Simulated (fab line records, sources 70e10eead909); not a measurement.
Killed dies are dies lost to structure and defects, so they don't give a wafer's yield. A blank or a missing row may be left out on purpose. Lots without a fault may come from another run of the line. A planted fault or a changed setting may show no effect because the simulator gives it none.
A struck lot beside a sound one | flow nand_harc | 14 steps out of a route of 1159
Sound: wafers L457.2, L457.3, L457.6. Struck: wafer L461.4. (L461.5, L461.6 of the same lot were not struck and are left out.) The cause comes at the end.
At each step with rows: each side's tool, then ch and its chambers, then its first start. Under that, the readings that differ: sound wafers | struck wafers | difference of the means | sigmas: that difference in standard deviations of wafers without a fault.
alike: readings whose means differ by less than 2 such deviations, and words and numbers that are the same on both sides. not compared: withheld readings, readings that some wafer has no value for, bounds like >300 that may hide the same value, and numbers for which the record gives no deviation and whose values overlap.
The two part at a step that has a row with sigmas, a row that says differs or no value, or rows on one side only. Numbers that don't overlap but have no deviation are shown without sigmas and don't part them. A reading that every wafer of one side lacks parts them only if that side has two wafers or more.

first, 7 steps without rows for these wafers: NHARC_A_STAIRCASE_COAT_178; NHARC_A_STAIRCASE_SOFTBAKE_179 (time 170 s); NHARC_A_STAIRCASE_EBR_180; NHARC_A_STAIRCASE_EXPOSE_181 (exposes mask STAIR 2); NHARC_A_STAIRCASE_PEB_182 (peb time 130 s); NHARC_A_STAIRCASE_DEVELOP_183 (time 140 s); NHARC_A_STAIRCASE_HARDBAKE_185 (time 140 s).
NHARC_A_STAIRCASE_DESCUM_186: chemistry O2, time 3 s.
  sound on rie_diel-04 ch 0,3, day 13 00:10; struck on rie_diel-05 ch 0, day 14 15:11
  alike: chamber_pressure_mTorr, drypump_motor_current_A, oes_product_au, rf_vpp_V, showerhead_plenum_p_Torr, throttle_valve_pct
  not compared: rf_hours_counter_h
NHARC_A_STAIRCASE_TRIM_187: chemistry O2, time 211.2 s.
  sound on rie_diel-04 ch 0,3, day 13 00:19; struck on rie_diel-05 ch 3, day 14 15:24
  reading                         | sound          | struck | difference | sigmas
  showerhead_plenum_p_Torr (Torr) | 3.56 3.56 3.61 | 3.34   | -0.24      | -2
  alike: chamber_pressure_mTorr, drypump_motor_current_A, oes_product_au, rf_vpp_V, throttle_valve_pct
  not compared: rf_hours_counter_h
NHARC_A_STAIRCASE_ETCH_188: etches the open film in C4F8/O2, target depth 100 nm, time 40.5 s.
  sound on rie_diel-04 ch 3; struck on rie_diel-05 ch 3
  reading      | sound       | struck | difference | sigmas
  rf_vpp_V (V) | 898 896 897 | 889    | -8         | -2
  alike: chamber_pressure_mTorr, oes_product_au, run_length_s
  not compared: rf_hours_counter_h
NHARC_A_STAIRCASE_TRIM_189: chemistry O2, time 211.2 s.
  sound on rie_diel-04 ch 3; struck on rie_diel-05 ch 3
  reading                         | sound          | struck | difference | sigmas
  rf_vpp_V (V)                    | 58.3 58.3 58.0 | 56.5   | -1.7       | -2
  showerhead_plenum_p_Torr (Torr) | 3.56 3.56 3.56 | 3.34   | -0.22      | -2
  alike: chamber_pressure_mTorr, drypump_motor_current_A, oes_product_au, throttle_valve_pct
  not compared: rf_hours_counter_h
NHARC_A_STAIRCASE_ETCH_190: etches the open film in C4F8/O2, target depth 100 nm, time 40.5 s.
  sound on rie_diel-04 ch 1,3, day 13 00:52; struck on rie_diel-05 ch 2, day 14 15:52
  reading                        | sound                | struck | difference | sigmas
  chamber_pressure_mTorr (mTorr) | 25.002 24.958 25.022 | 24.949 | -0.045     | -2
  run_length_s (s)               | 61.4 61.9 61.2       | 70.7   | +9.2       | +27
  alike: oes_product_au, rf_vpp_V
  not compared: rf_hours_counter_h
NHARC_A_STAIRCASE_TRIM_191: chemistry O2, time 211.2 s.
  sound on rie_diel-04 ch 0,1,3; struck on rie_diel-05 ch 3
  reading                         | sound          | struck | difference | sigmas
  showerhead_plenum_p_Torr (Torr) | 3.56 3.49 3.61 | 3.34   | -0.21      | -2
  alike: chamber_pressure_mTorr, drypump_motor_current_A, oes_product_au, rf_vpp_V, throttle_valve_pct
  not compared: rf_hours_counter_h
-- the record jumps here: 9 days lie between the struck wafers' starts before and after (it left off in module A_STAIRCASE and takes up again in module END, whose first step shown is number 1159 of the route) --
NHARC_END_SORT_01:
  sound on prober-01 ch 0, day 21 23:42; struck on prober-01 ch 0, day 23 22:36
  reading             | sound | struck | difference | sigmas
  killed_at_array     | 22    | 211    | +189       | +19
  killed_at_periphery | 7     | 2      | -5         | -2
  killed_dies         | 29    | 213    | +184       | +18
  alike: killed_at_other, killed_open, killed_short

WHERE THEY PART
First at NHARC_A_STAIRCASE_TRIM_187; last, within this record, at NHARC_END_SORT_01.

WHY: what the simulator had put in
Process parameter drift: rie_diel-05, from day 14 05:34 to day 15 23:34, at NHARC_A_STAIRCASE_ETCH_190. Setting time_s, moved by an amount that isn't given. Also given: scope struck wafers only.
